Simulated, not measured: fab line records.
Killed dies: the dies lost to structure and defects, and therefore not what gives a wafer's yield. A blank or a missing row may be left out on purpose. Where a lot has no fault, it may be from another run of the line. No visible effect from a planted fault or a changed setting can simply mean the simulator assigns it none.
Which of the tools did it? :: flow n5_finfet :: 72 wafers from 24 lots sampled at 6 of the route's 1938 steps

== WHAT THE GAUGES SHOWED, per wafer ==
N5_BEOL_M2_OVL_MEAS_29. Usual: for V1_OVL the level is 0.5 nm and the standard deviation is 0.63.
lot: L074
measured: day 6 20:17
on: overlay-01
V1_OVL (nm): -0.4 0.1 0.3
flag: 

lot: L075
measured: day 6 21:43
on: overlay-02
V1_OVL (nm): 0.7 0.2 0.0
flag: 

lot: L076
measured: day 7 01:35
on: overlay-02
V1_OVL (nm): 0.0 -0.3 -0.3
flag: 

lot: L077
measured: day 7 09:32
on: overlay-02
V1_OVL (nm): 1.0 -0.4 1.2
flag: 

lot: L078
measured: day 7 10:04
on: overlay-02
V1_OVL (nm): 0.8 1.3 0.6
flag: 

lot: L079
measured: day 7 23:07
on: overlay-01
V1_OVL (nm): 1.3 0.7 1.3
flag: 

lot: L080
measured: day 8 10:34
on: overlay-01
V1_OVL (nm): 1.2 0.8 1.6
flag: 

lot: L081
measured: day 8 15:16
on: overlay-02
V1_OVL (nm): -0.3 0.5 0.9
flag: 

lot: L082
measured: day 8 15:35
on: overlay-02
V1_OVL (nm): 0.5 0.1 0.2
flag: 

lot: L083
measured: day 9 05:45
on: overlay-01
V1_OVL (nm): -0.3 0.0 0.3
flag: 

lot: L084
measured: day 9 10:33
on: overlay-01
V1_OVL (nm): 0.2 0.1 -0.6
flag: 

lot: L085
measured: day 9 18:13
on: overlay-02
V1_OVL (nm): 0.5 1.3 -0.7
flag: 

lot: L086
measured: day 9 18:25
on: overlay-02
V1_OVL (nm): 1.1 0.5 0.6
flag: 

lot: L088
measured: day 10 00:55
on: overlay-02
V1_OVL (nm): 1.0 -0.2 1.3
flag: 

lot: L087
measured: day 10 01:10
on: overlay-01
V1_OVL (nm): 0.4 -0.1 2.3
flag: 

lot: L090
measured: day 10 12:38
on: overlay-01
V1_OVL (nm): 0.2 0.0 0.6
flag: 

lot: L089
measured: day 10 14:40
on: overlay-01
V1_OVL (nm): 0.8 0.2 0.3
flag: 

lot: L091
measured: day 10 19:29
on: overlay-01
V1_OVL (nm): 1.4 1.4 0.8
flag: 

lot: L092
measured: day 10 23:07
on: overlay-01
V1_OVL (nm): 1.4 0.5 0.6
flag: 

lot: L093
measured: day 11 06:48
on: overlay-01
V1_OVL (nm): -0.5 -0.3 0.1
flag: 

lot: L094
measured: day 11 09:28
on: overlay-01
V1_OVL (nm): 0.4 0.5 0.6
flag: 

lot: L095
measured: day 11 16:55
on: overlay-02
V1_OVL (nm): 1.4 1.2 1.0
flag: 

lot: L096
measured: day 12 00:50
on: overlay-02
V1_OVL (nm): 0.2 1.3 0.8
flag: 

lot: L097
measured: day 12 03:38
on: overlay-01
V1_OVL (nm): 0.2 0.4 0.5
flag: 

N5_BEOL_M2_RS_MEAS_58: the measuring method here is four-point-probe. Usual: for M2_RS the level is 0.677 ohm/sq and the standard deviation is 0.03.
lot: L074
measured: day 7 07:18
on: film_metro-01
M2_RS (ohm/sq): 0.651 0.659 0.613
flag: 

lot: L075
measured: day 7 09:28
on: film_metro-02
M2_RS (ohm/sq): 0.731 0.663 0.715
flag: 

lot: L076
measured: day 7 12:07
on: film_metro-01
M2_RS (ohm/sq): 0.744 0.696 0.694
flag: 

lot: L077
measured: day 8 04:41
on: film_metro-02
M2_RS (ohm/sq): 0.650 0.681 0.709
flag: 

lot: L078
measured: day 8 06:03
on: film_metro-02
M2_RS (ohm/sq): 0.655 0.704 0.681
flag: 

lot: L079
measured: day 8 09:32
on: film_metro-02
M2_RS (ohm/sq): 0.676 0.693 0.728
flag: 

lot: L080
measured: day 8 16:25
on: film_metro-01
M2_RS (ohm/sq): 0.734 0.735 0.712
flag: 

lot: L081
measured: day 9 08:59
on: film_metro-01
M2_RS (ohm/sq): 0.701 0.690 0.681
flag: 

lot: L082
measured: day 9 17:41
on: film_metro-02
M2_RS (ohm/sq): 0.677 0.665 0.663
flag: 

lot: L083
measured: day 9 22:59
on: film_metro-01
M2_RS (ohm/sq): 0.693 0.665 0.692
flag: 

lot: L084
measured: day 10 01:16
on: film_metro-01
M2_RS (ohm/sq): 0.693 0.692 0.670
flag: 

lot: L085
measured: day 10 09:44
on: film_metro-02
M2_RS (ohm/sq): 0.683 0.655 0.660
flag: 

lot: L086
measured: day 10 01:23
on: film_metro-01
M2_RS (ohm/sq): 0.669 0.665 0.681
flag: 

lot: L088
measured: day 10 21:55
on: film_metro-02
M2_RS (ohm/sq): 0.717 0.702 0.667
flag: 

lot: L087
measured: day 10 22:02
on: film_metro-01
M2_RS (ohm/sq): 0.634 0.630 0.657
flag: 

lot: L090
measured: day 10 23:49
on: film_metro-02
M2_RS (ohm/sq): 0.682 0.682 0.686
flag: 

lot: L089
measured: day 11 02:14
on: film_metro-01
M2_RS (ohm/sq): 0.712 0.660 0.721
flag: 

lot: L091
measured: day 12 03:08
on: film_metro-01
M2_RS (ohm/sq): 0.655 0.646 0.675
flag: 

lot: L092
measured: day 12 04:26
on: film_metro-01
M2_RS (ohm/sq): 0.678 0.654 0.640
flag: 

lot: L093
measured: day 12 06:01
on: film_metro-01
M2_RS (ohm/sq): 0.673 0.649 0.690
flag: 

lot: L094
measured: day 12 07:47
on: film_metro-01
M2_RS (ohm/sq): 0.694 0.728 0.670
flag: 

lot: L095
measured: day 12 11:28
on: film_metro-01
M2_RS (ohm/sq): 0.680 0.715 0.718
flag: 

lot: L096
measured: day 12 17:11
on: film_metro-02
M2_RS (ohm/sq): 0.670 0.682 0.676
flag: 

lot: L097
measured: day 13 12:09
on: film_metro-01
M2_RS (ohm/sq): 0.725 0.676 0.636
flag: 

== TOOL THAT RAN EACH LOT (tool first, then ch and the chambers of the sampled wafers, then the start) ==
lot: L074
N5_BEOL_M2_ETCH_74: rie_diel-04 ch 0,1,3, day 6 19:23
N5_BEOL_M2_ANNEAL_89: pvd_sputter-01, day 7 05:27
N5_BEOL_M2_SPUTTER_92: pvd_sputter-01, day 7 05:49
N5_BEOL_M2_ANNEAL_51: rtp_anneal-02 ch 0, day 7 06:27

lot: L075
N5_BEOL_M2_ETCH_74: rie_diel-04 ch 0,1,3, day 6 20:50
N5_BEOL_M2_ANNEAL_89: pvd_sputter-03, day 7 07:29
N5_BEOL_M2_SPUTTER_92: pvd_sputter-03, day 7 07:50
N5_BEOL_M2_ANNEAL_51: rtp_anneal-02 ch 0, day 7 08:33

lot: L076
N5_BEOL_M2_ETCH_74: rie_diel-05 ch 0,1,3, day 7 00:42
N5_BEOL_M2_ANNEAL_89: pvd_sputter-01, day 7 10:14
N5_BEOL_M2_SPUTTER_92: pvd_sputter-01, day 7 10:36
N5_BEOL_M2_ANNEAL_51: rtp_anneal-01 ch 0, day 7 11:14

lot: L077
N5_BEOL_M2_ETCH_74: rie_diel-05 ch 1,2, day 7 08:46
N5_BEOL_M2_ANNEAL_89: pvd_sputter-01, day 8 02:50
N5_BEOL_M2_SPUTTER_92: pvd_sputter-01, day 8 03:11
N5_BEOL_M2_ANNEAL_51: rtp_anneal-02 ch 0, day 8 03:52

lot: L078
N5_BEOL_M2_ETCH_74: rie_diel-02 ch 1,2, day 7 09:19
N5_BEOL_M2_ANNEAL_89: pvd_sputter-03, day 8 04:12
N5_BEOL_M2_SPUTTER_92: pvd_sputter-03, day 8 04:34
N5_BEOL_M2_ANNEAL_51: rtp_anneal-01 ch 0, day 8 05:14

lot: L079
N5_BEOL_M2_ETCH_74: rie_diel-02 ch 0,2,3, day 7 22:17
N5_BEOL_M2_ANNEAL_89: pvd_sputter-02, day 8 07:41
N5_BEOL_M2_SPUTTER_92: pvd_sputter-02, day 8 08:03
N5_BEOL_M2_ANNEAL_51: rtp_anneal-01 ch 0, day 8 08:46

lot: L080
N5_BEOL_M2_ETCH_74: rie_diel-05 ch 0,2, day 8 09:37
N5_BEOL_M2_ANNEAL_89: pvd_sputter-01, day 8 14:34
N5_BEOL_M2_SPUTTER_92: pvd_sputter-01, day 8 14:55
N5_BEOL_M2_ANNEAL_51: rtp_anneal-01 ch 0, day 8 15:34

lot: L081
N5_BEOL_M2_ETCH_74: rie_diel-05 ch 1,2, day 8 14:24
N5_BEOL_M2_ANNEAL_89: pvd_sputter-02, day 9 07:07
N5_BEOL_M2_SPUTTER_92: pvd_sputter-02, day 9 07:29
N5_BEOL_M2_ANNEAL_51: rtp_anneal-01 ch 0, day 9 08:07

lot: L082
N5_BEOL_M2_ETCH_74: rie_diel-04 ch 2,3, day 8 14:39
N5_BEOL_M2_ANNEAL_89: pvd_sputter-03, day 9 15:50
N5_BEOL_M2_SPUTTER_92: pvd_sputter-03, day 9 16:11
N5_BEOL_M2_ANNEAL_51: rtp_anneal-02 ch 0, day 9 16:49

lot: L083
N5_BEOL_M2_ETCH_74: rie_diel-04 ch 0,2,3, day 9 04:52
N5_BEOL_M2_ANNEAL_89: pvd_sputter-01, day 9 20:58
N5_BEOL_M2_SPUTTER_92: pvd_sputter-01, day 9 21:19
N5_BEOL_M2_ANNEAL_51: rtp_anneal-02 ch 0, day 9 22:06

lot: L084
N5_BEOL_M2_ETCH_74: rie_diel-05 ch 1,3, day 9 09:49
N5_BEOL_M2_ANNEAL_89: pvd_sputter-02, day 9 22:29
N5_BEOL_M2_SPUTTER_92: pvd_sputter-02, day 9 22:51
N5_BEOL_M2_ANNEAL_51: rtp_anneal-01 ch 0, day 9 23:29

lot: L085
N5_BEOL_M2_ETCH_74: rie_diel-02 ch 0,1, day 9 17:20
N5_BEOL_M2_ANNEAL_89: pvd_sputter-02, day 10 07:53
N5_BEOL_M2_SPUTTER_92: pvd_sputter-02, day 10 08:14
N5_BEOL_M2_ANNEAL_51: rtp_anneal-02 ch 0, day 10 08:53

lot: L086
N5_BEOL_M2_ETCH_74: rie_diel-05 ch 0,1,2, day 9 17:39
N5_BEOL_M2_ANNEAL_89: pvd_sputter-01, day 9 23:02
N5_BEOL_M2_SPUTTER_92: pvd_sputter-01, day 9 23:24
N5_BEOL_M2_ANNEAL_51: rtp_anneal-02 ch 0, day 10 00:02

lot: L088
N5_BEOL_M2_ETCH_74: rie_diel-05 ch 1,3, day 10 00:02
N5_BEOL_M2_ANNEAL_89: pvd_sputter-03, day 10 20:05
N5_BEOL_M2_SPUTTER_92: pvd_sputter-03, day 10 20:26
N5_BEOL_M2_ANNEAL_51: rtp_anneal-01 ch 0, day 10 21:04

lot: L087
N5_BEOL_M2_ETCH_74: rie_diel-02 ch 0,1, day 10 00:12
N5_BEOL_M2_ANNEAL_89: pvd_sputter-01, day 10 20:11
N5_BEOL_M2_SPUTTER_92: pvd_sputter-01, day 10 20:32
N5_BEOL_M2_ANNEAL_51: rtp_anneal-02 ch 0, day 10 21:11

lot: L090
N5_BEOL_M2_ETCH_74: rie_diel-02 ch 2,3, day 10 11:46
N5_BEOL_M2_ANNEAL_89: pvd_sputter-03, day 10 21:55
N5_BEOL_M2_SPUTTER_92: pvd_sputter-03, day 10 22:17
N5_BEOL_M2_ANNEAL_51: rtp_anneal-02 ch 0, day 10 22:58

lot: L089
N5_BEOL_M2_ETCH_74: rie_diel-02 ch 0,1,2, day 10 13:46
N5_BEOL_M2_ANNEAL_89: pvd_sputter-03, day 11 00:01
N5_BEOL_M2_SPUTTER_92: pvd_sputter-03, day 11 00:23
N5_BEOL_M2_ANNEAL_51: rtp_anneal-01 ch 0, day 11 01:01

lot: L091
N5_BEOL_M2_ETCH_74: rie_diel-02 ch 0,2,3, day 10 18:43
N5_BEOL_M2_ANNEAL_89: pvd_sputter-02, day 12 01:17
N5_BEOL_M2_SPUTTER_92: pvd_sputter-02, day 12 01:39
N5_BEOL_M2_ANNEAL_51: rtp_anneal-01 ch 0, day 12 02:23

lot: L092
N5_BEOL_M2_ETCH_74: rie_diel-04 ch 0,1,3, day 10 22:08
N5_BEOL_M2_ANNEAL_89: pvd_sputter-03, day 12 02:19
N5_BEOL_M2_SPUTTER_92: pvd_sputter-03, day 12 02:41
N5_BEOL_M2_ANNEAL_51: rtp_anneal-02 ch 0, day 12 03:35

lot: L093
N5_BEOL_M2_ETCH_74: rie_diel-04 ch 1,2, day 11 05:55
N5_BEOL_M2_ANNEAL_89: pvd_sputter-03, day 12 04:10
N5_BEOL_M2_SPUTTER_92: pvd_sputter-03, day 12 04:31
N5_BEOL_M2_ANNEAL_51: rtp_anneal-01 ch 0, day 12 05:14

lot: L094
N5_BEOL_M2_ETCH_74: rie_diel-05 ch 0,1,3, day 11 08:35
N5_BEOL_M2_ANNEAL_89: pvd_sputter-01, day 12 05:56
N5_BEOL_M2_SPUTTER_92: pvd_sputter-01, day 12 06:18
N5_BEOL_M2_ANNEAL_51: rtp_anneal-01 ch 0, day 12 06:56

lot: L095
N5_BEOL_M2_ETCH_74: rie_diel-05 ch 0,1,2, day 11 16:10
N5_BEOL_M2_ANNEAL_89: pvd_sputter-03, day 12 09:37
N5_BEOL_M2_SPUTTER_92: pvd_sputter-03, day 12 09:59
N5_BEOL_M2_ANNEAL_51: rtp_anneal-01 ch 0, day 12 10:40

lot: L096
N5_BEOL_M2_ETCH_74: rie_diel-05 ch 0,1,3, day 11 23:59
N5_BEOL_M2_ANNEAL_89: pvd_sputter-02, day 12 15:19
N5_BEOL_M2_SPUTTER_92: pvd_sputter-02, day 12 15:40
N5_BEOL_M2_ANNEAL_51: rtp_anneal-02 ch 0, day 12 16:19

lot: L097
N5_BEOL_M2_ETCH_74: rie_diel-05 ch 0,1,3, day 12 02:52
N5_BEOL_M2_ANNEAL_89: pvd_sputter-03, day 13 10:18
N5_BEOL_M2_SPUTTER_92: pvd_sputter-03, day 13 10:40
N5_BEOL_M2_ANNEAL_51: rtp_anneal-02 ch 0, day 13 11:20
- N5_BEOL_M2_ETCH_74: etches underlayer in N2/H2, target depth 6.5 nm, time 5.2 s.
- N5_BEOL_M2_ANNEAL_89: time 240 s.
- N5_BEOL_M2_SPUTTER_92: material Cu, target thk 4.5 nm, time 8.29 s.
- N5_BEOL_M2_ANNEAL_51: time 90 s.

== AS READ BY THE TOOLS THEMSELVES (means over the sampled wafers that have a number; for cases with no such wafer, the mark the record gives instead) ==
N5_BEOL_M2_ETCH_74. Usual: for chamber_pressure_mTorr, 30.00 mTorr with a standard deviation of 0.042; for drypump_motor_current_A, 5.9 A with a standard deviation of 0.36; for etch_rf_on_time_s, 5.18 s with a standard deviation of 0.06; for oes_product_au, 0.68 a.u. with a standard deviation of 0.075; for rf_vpp_V, 525 V with a standard deviation of 3.7; for showerhead_plenum_p_Torr, 2.57 Torr with a standard deviation of 0.13; for throttle_valve_pct, 17.81 % with a standard deviation of 0.18.
lot: L074
tool: rie_diel-04
chamber_pressure_mTorr (mTorr): 29.98
drypump_motor_current_A (A): 6.2
etch_rf_on_time_s (s): 5.14
oes_product_au (a.u.): 0.68
rf_vpp_V (V): 524
showerhead_plenum_p_Torr (Torr): 2.55
throttle_valve_pct (%): 17.68
flag: 

lot: L075
tool: rie_diel-04
chamber_pressure_mTorr (mTorr): 30.00
drypump_motor_current_A (A): 6.2
etch_rf_on_time_s (s): 5.15
oes_product_au (a.u.): 0.68
rf_vpp_V (V): 524
showerhead_plenum_p_Torr (Torr): 2.55
throttle_valve_pct (%): 17.68
flag: 

lot: L076
tool: rie_diel-05
chamber_pressure_mTorr (mTorr): 30.06
drypump_motor_current_A (A): 5.8
etch_rf_on_time_s (s): 5.17
oes_product_au (a.u.): 0.64
rf_vpp_V (V): 523
showerhead_plenum_p_Torr (Torr): 2.54
throttle_valve_pct (%): 17.94
flag: 

lot: L077
tool: rie_diel-05
chamber_pressure_mTorr (mTorr): 29.98
drypump_motor_current_A (A): 5.5
etch_rf_on_time_s (s): 5.22
oes_product_au (a.u.): 0.71
rf_vpp_V (V): 522
showerhead_plenum_p_Torr (Torr): 2.47
throttle_valve_pct (%): 17.90
flag: 

lot: L078
tool: rie_diel-02
chamber_pressure_mTorr (mTorr): 30.00
drypump_motor_current_A (A): 6.1
etch_rf_on_time_s (s): 5.25
oes_product_au (a.u.): 0.62
rf_vpp_V (V): 525
showerhead_plenum_p_Torr (Torr): 2.57
throttle_valve_pct (%): 17.99
flag: 

lot: L079
tool: rie_diel-02
chamber_pressure_mTorr (mTorr): 29.98
drypump_motor_current_A (A): 5.9
etch_rf_on_time_s (s): 5.24
oes_product_au (a.u.): 0.65
rf_vpp_V (V): 526
showerhead_plenum_p_Torr (Torr): 2.62
throttle_valve_pct (%): 17.83
flag: 

lot: L080
tool: rie_diel-05
chamber_pressure_mTorr (mTorr): 30.03
drypump_motor_current_A (A): 5.7
etch_rf_on_time_s (s): 5.18
oes_product_au (a.u.): 0.69
rf_vpp_V (V): 527
showerhead_plenum_p_Torr (Torr): 2.67
throttle_valve_pct (%): 17.67
flag: 

lot: L081
tool: rie_diel-05
chamber_pressure_mTorr (mTorr): 30.00
drypump_motor_current_A (A): 5.7
etch_rf_on_time_s (s): 5.21
oes_product_au (a.u.): 0.73
rf_vpp_V (V): 527
showerhead_plenum_p_Torr (Torr): 2.59
throttle_valve_pct (%): 17.79
flag: 

lot: L082
tool: rie_diel-04
chamber_pressure_mTorr (mTorr): 30.00
drypump_motor_current_A (A): 6.1
etch_rf_on_time_s (s): 5.15
oes_product_au (a.u.): 0.66
rf_vpp_V (V): 523
showerhead_plenum_p_Torr (Torr): 2.51
throttle_valve_pct (%): 17.88
flag: 

lot: L083
tool: rie_diel-04
chamber_pressure_mTorr (mTorr): 30.00
drypump_motor_current_A (A): 6.2
etch_rf_on_time_s (s): 5.14
oes_product_au (a.u.): 0.69
rf_vpp_V (V): 525
showerhead_plenum_p_Torr (Torr): 2.56
throttle_valve_pct (%): 17.82
flag: 

lot: L084
tool: rie_diel-05
chamber_pressure_mTorr (mTorr): 30.06
drypump_motor_current_A (A): 5.7
etch_rf_on_time_s (s): 5.21
oes_product_au (a.u.): 0.63
rf_vpp_V (V): 520
showerhead_plenum_p_Torr (Torr): 2.43
throttle_valve_pct (%): 18.09
flag: 

lot: L085
tool: rie_diel-02
chamber_pressure_mTorr (mTorr): 30.01
drypump_motor_current_A (A): 5.4
etch_rf_on_time_s (s): 5.14
oes_product_au (a.u.): 0.71
rf_vpp_V (V): 529
showerhead_plenum_p_Torr (Torr): 2.69
throttle_valve_pct (%): 17.65
flag: 

lot: L086
tool: rie_diel-05
chamber_pressure_mTorr (mTorr): 30.01
drypump_motor_current_A (A): 5.6
etch_rf_on_time_s (s): 5.21
oes_product_au (a.u.): 0.69
rf_vpp_V (V): 525
showerhead_plenum_p_Torr (Torr): 2.56
throttle_valve_pct (%): 17.81
flag: 

lot: L088
tool: rie_diel-05
chamber_pressure_mTorr (mTorr): 29.97
drypump_motor_current_A (A): 5.7
etch_rf_on_time_s (s): 5.16
oes_product_au (a.u.): 0.62
rf_vpp_V (V): 520
showerhead_plenum_p_Torr (Torr): 2.43
throttle_valve_pct (%): 18.08
flag: 

lot: L087
tool: rie_diel-02
chamber_pressure_mTorr (mTorr): 29.96
drypump_motor_current_A (A): 5.4
etch_rf_on_time_s (s): 5.11
oes_product_au (a.u.): 0.70
rf_vpp_V (V): 527
showerhead_plenum_p_Torr (Torr): 2.69
throttle_valve_pct (%): 17.66
flag: 

lot: L090
tool: rie_diel-02
chamber_pressure_mTorr (mTorr): 30.00
drypump_motor_current_A (A): 6.1
etch_rf_on_time_s (s): 5.24
oes_product_au (a.u.): 0.69
rf_vpp_V (V): 524
showerhead_plenum_p_Torr (Torr): 2.59
throttle_valve_pct (%): 17.78
flag: 

lot: L089
tool: rie_diel-02
chamber_pressure_mTorr (mTorr): 30.02
drypump_motor_current_A (A): 5.7
etch_rf_on_time_s (s): 5.12
oes_product_au (a.u.): 0.74
rf_vpp_V (V): 525
showerhead_plenum_p_Torr (Torr): 2.62
throttle_valve_pct (%): 17.69
flag: 

lot: L091
tool: rie_diel-02
chamber_pressure_mTorr (mTorr): 30.02
drypump_motor_current_A (A): 5.9
etch_rf_on_time_s (s): 5.17
oes_product_au (a.u.): 0.71
rf_vpp_V (V): 525
showerhead_plenum_p_Torr (Torr): 2.61
throttle_valve_pct (%): 17.72
flag: 

lot: L092
tool: rie_diel-04
chamber_pressure_mTorr (mTorr): 30.00
drypump_motor_current_A (A): 6.2
etch_rf_on_time_s (s): 5.13
oes_product_au (a.u.): 0.65
rf_vpp_V (V): 525
showerhead_plenum_p_Torr (Torr): 2.53
throttle_valve_pct (%): 17.74
flag: 

lot: L093
tool: rie_diel-04
chamber_pressure_mTorr (mTorr): 29.94
drypump_motor_current_A (A): 6.1
etch_rf_on_time_s (s): 5.23
oes_product_au (a.u.): 0.63
rf_vpp_V (V): 520
showerhead_plenum_p_Torr (Torr): 2.42
throttle_valve_pct (%): 17.85
flag: 

lot: L094
tool: rie_diel-05
chamber_pressure_mTorr (mTorr): 30.04
drypump_motor_current_A (A): 5.8
etch_rf_on_time_s (s): 5.19
oes_product_au (a.u.): 0.69
rf_vpp_V (V): 523
showerhead_plenum_p_Torr (Torr): 2.52
throttle_valve_pct (%): 17.85
flag: 

lot: L095
tool: rie_diel-05
chamber_pressure_mTorr (mTorr): 29.96
drypump_motor_current_A (A): 5.6
etch_rf_on_time_s (s): 5.17
oes_product_au (a.u.): 0.67
rf_vpp_V (V): 525
showerhead_plenum_p_Torr (Torr): 2.55
throttle_valve_pct (%): 17.85
flag: 

lot: L096
tool: rie_diel-05
chamber_pressure_mTorr (mTorr): 30.00
drypump_motor_current_A (A): 5.8
etch_rf_on_time_s (s): 5.20
oes_product_au (a.u.): 0.69
rf_vpp_V (V): 525
showerhead_plenum_p_Torr (Torr): 2.52
throttle_valve_pct (%): 17.85
flag: 

lot: L097
tool: rie_diel-05
chamber_pressure_mTorr (mTorr): 30.00
drypump_motor_current_A (A): 5.8
etch_rf_on_time_s (s): 5.21
oes_product_au (a.u.): 0.68
rf_vpp_V (V): 524
showerhead_plenum_p_Torr (Torr): 2.52
throttle_valve_pct (%): 17.85
flag: 

N5_BEOL_M2_ANNEAL_89. Usual: 809 W for heater_power_w, sd 77.
lot: L074
tool: pvd_sputter-01
heater_power_w (W): 831
flag: 

lot: L075
tool: pvd_sputter-03
heater_power_w (W): 808
flag: 

lot: L076
tool: pvd_sputter-01
heater_power_w (W): 826
flag: 

lot: L077
tool: pvd_sputter-01
heater_power_w (W): 811
flag: 

lot: L078
tool: pvd_sputter-03
heater_power_w (W): 745
flag: 

lot: L079
tool: pvd_sputter-02
heater_power_w (W): 882
flag: 

lot: L080
tool: pvd_sputter-01
heater_power_w (W): 767
flag: 

lot: L081
tool: pvd_sputter-02
heater_power_w (W): 927
flag: 

lot: L082
tool: pvd_sputter-03
heater_power_w (W): 766
flag: 

lot: L083
tool: pvd_sputter-01
heater_power_w (W): 799
flag: 

lot: L084
tool: pvd_sputter-02
heater_power_w (W): 916
flag: 

lot: L085
tool: pvd_sputter-02
heater_power_w (W): 874
flag: 

lot: L086
tool: pvd_sputter-01
heater_power_w (W): 786
flag: 

lot: L088
tool: pvd_sputter-03
heater_power_w (W): 753
flag: 

lot: L087
tool: pvd_sputter-01
heater_power_w (W): 753
flag: 

lot: L090
tool: pvd_sputter-03
heater_power_w (W): 770
flag: 

lot: L089
tool: pvd_sputter-03
heater_power_w (W): 797
flag: 

lot: L091
tool: pvd_sputter-02
heater_power_w (W): 917
flag: 

lot: L092
tool: pvd_sputter-03
heater_power_w (W): 745
flag: 

lot: L093
tool: pvd_sputter-03
heater_power_w (W): 831
flag: 

lot: L094
tool: pvd_sputter-01
heater_power_w (W): 815
flag: 

lot: L095
tool: pvd_sputter-03
heater_power_w (W): 745
flag: 

lot: L096
tool: pvd_sputter-02
heater_power_w (W): 805
flag: 

lot: L097
tool: pvd_sputter-03
heater_power_w (W): 795
flag: 

N5_BEOL_M2_SPUTTER_92. Usual: 30.2 % for throttle_valve_pct, sd 1.
lot: L074
tool: pvd_sputter-01
throttle_valve_pct (%): 29.3
flag: 

lot: L075
tool: pvd_sputter-03
throttle_valve_pct (%): 30.5
flag: 

lot: L076
tool: pvd_sputter-01
throttle_valve_pct (%): 30.2
flag: 

lot: L077
tool: pvd_sputter-01
throttle_valve_pct (%): 29.7
flag: 

lot: L078
tool: pvd_sputter-03
throttle_valve_pct (%): 30.5
flag: 

lot: L079
tool: pvd_sputter-02
throttle_valve_pct (%): 29.8
flag: 

lot: L080
tool: pvd_sputter-01
throttle_valve_pct (%): 29.5
flag: 

lot: L081
tool: pvd_sputter-02
throttle_valve_pct (%): 29.9
flag: 

lot: L082
tool: pvd_sputter-03
throttle_valve_pct (%): 30.7
flag: 

lot: L083
tool: pvd_sputter-01
throttle_valve_pct (%): 29.8
flag: 

lot: L084
tool: pvd_sputter-02
throttle_valve_pct (%): 31.6
flag: 

lot: L085
tool: pvd_sputter-02
throttle_valve_pct (%): 29.9
flag: 

lot: L086
tool: pvd_sputter-01
throttle_valve_pct (%): 29.6
flag: 

lot: L088
tool: pvd_sputter-03
throttle_valve_pct (%): 30.5
flag: 

lot: L087
tool: pvd_sputter-01
throttle_valve_pct (%): 29.3
flag: 

lot: L090
tool: pvd_sputter-03
throttle_valve_pct (%): 30.7
flag: 

lot: L089
tool: pvd_sputter-03
throttle_valve_pct (%): 30.9
flag: 

lot: L091
tool: pvd_sputter-02
throttle_valve_pct (%): 31.6
flag: 

lot: L092
tool: pvd_sputter-03
throttle_valve_pct (%): 30.6
flag: 

lot: L093
tool: pvd_sputter-03
throttle_valve_pct (%): 30.7
flag: 

lot: L094
tool: pvd_sputter-01
throttle_valve_pct (%): 29.0
flag: 

lot: L095
tool: pvd_sputter-03
throttle_valve_pct (%): 30.5
flag: 

lot: L096
tool: pvd_sputter-02
throttle_valve_pct (%): 30.1
flag: 

lot: L097
tool: pvd_sputter-03
throttle_valve_pct (%): 30.3
flag: 

N5_BEOL_M2_ANNEAL_51. Usual: 226.3 for wafer_temp_C_max, sd 0.39.
lot: L074
tool: rtp_anneal-02
wafer_temp_C_max: 226.4
flag: 

lot: L075
tool: rtp_anneal-02
wafer_temp_C_max: 226.9
flag: 

lot: L076
tool: rtp_anneal-01
wafer_temp_C_max: 225.9
flag: 

lot: L077
tool: rtp_anneal-02
wafer_temp_C_max: 226.5
flag: 

lot: L078
tool: rtp_anneal-01
wafer_temp_C_max: 226.0
flag: 

lot: L079
tool: rtp_anneal-01
wafer_temp_C_max: 226.1
flag: 

lot: L080
tool: rtp_anneal-01
wafer_temp_C_max: 225.7
flag: 

lot: L081
tool: rtp_anneal-01
wafer_temp_C_max: 226.1
flag: 

lot: L082
tool: rtp_anneal-02
wafer_temp_C_max: 226.8
flag: 

lot: L083
tool: rtp_anneal-02
wafer_temp_C_max: 226.5
flag: 

lot: L084
tool: rtp_anneal-01
wafer_temp_C_max: 226.2
flag: 

lot: L085
tool: rtp_anneal-02
wafer_temp_C_max: 226.8
flag: 

lot: L086
tool: rtp_anneal-02
wafer_temp_C_max: 226.6
flag: 

lot: L088
tool: rtp_anneal-01
wafer_temp_C_max: 226.0
flag: 

lot: L087
tool: rtp_anneal-02
wafer_temp_C_max: 226.6
flag: 

lot: L090
tool: rtp_anneal-02
wafer_temp_C_max: 227.0
flag: 

lot: L089
tool: rtp_anneal-01
wafer_temp_C_max: 226.1
flag: 

lot: L091
tool: rtp_anneal-01
wafer_temp_C_max: 225.7
flag: 

lot: L092
tool: rtp_anneal-02
wafer_temp_C_max: 226.5
flag: 

lot: L093
tool: rtp_anneal-01
wafer_temp_C_max: 226.2
flag: 

lot: L094
tool: rtp_anneal-01
wafer_temp_C_max: 226.0
flag: 

lot: L095
tool: rtp_anneal-01
wafer_temp_C_max: 226.2
flag: 

lot: L096
tool: rtp_anneal-02
wafer_temp_C_max: 226.3
flag: 

lot: L097
tool: rtp_anneal-02
wafer_temp_C_max: 226.9
flag: 

== THE ANSWER, worked out from the rows above alone ==
Rule: a lot counts as off when the mean over its wafers that have a number is more than 3 standard deviations away from the usual mean. A lot without any number at a reading at which 4 lots or more have one is off too. All remaining lots with rows at the step are treated as sound. First the gauges in route order, then the tools' own readings, where a lot's mean is used as printed above. At the first step where some lot is off, the reading lying furthest off is the one used; lots without a number count as furthest.
Across all readings shown, no lot is off: no conclusion can be drawn from this.

== WHAT WAS PUT IN BY THE SIMULATOR ==
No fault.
